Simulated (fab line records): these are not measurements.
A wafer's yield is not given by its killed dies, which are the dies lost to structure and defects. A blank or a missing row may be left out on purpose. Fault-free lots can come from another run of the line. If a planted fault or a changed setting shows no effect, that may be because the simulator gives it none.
Matching of chambers -- flow n5_finfet -- N5_BEOL_M11_PECVD_70 on pecvd-01 has 3 sister chambers
The step deposits SiO2 from TEOS/O2, target thk 20 nm, time 22.7 s. 6 wafers are shown with their chamber, then 7 later ones without.

## EACH WAFER AND ITS CHAMBER
wafer,chamber,throttle_valve_pct (%),showerhead_plenum_p_Torr (Torr)
L084.2,2,21.0,8.72
L085.3,1,23.1,8.71
L085.5,0,23.2,8.81
L085.6,1,22.9,8.71
L092.2,2,21.4,8.75
L092.3,0,23.0,8.81

## WAFERS MISSING THEIR CHAMBER
wafer,throttle_valve_pct (%),showerhead_plenum_p_Torr (Torr)
L092.6,21.3,8.74
L094.2,22.9,8.71
L094.3,22.9,8.84
L094.4,22.9,8.82
L097.2,21.4,8.75
L097.4,21.2,8.75
L097.5,22.8,8.71

## WHICH CHAMBER EACH WENT THROUGH
wafer,from the rows above,in truth
L092.6,2,2
L094.2,1,1
L094.3,0,0
L094.4,0,0
L097.2,2,2
L097.4,2,2
L097.5,1,1
Correct placement for 7 of the 7. From these rows, 0 cannot be placed. Number placed wrongly: 0.
How it was worked out, from the rows above alone: a wafer's distance from a chamber is the root of the sum, over the readings, of the square of ((its reading less the chamber's mean) divided by the reading's scatter). If the next closest chamber is less than 2 further off than the closest, the wafer can't be placed; otherwise it belongs to the closest. A chamber's mean is the mean of its shown wafers. The scatter: the root of (the sum of the squares of (reading less its chamber's mean) over the shown wafers, divided by (wafers less chambers)).
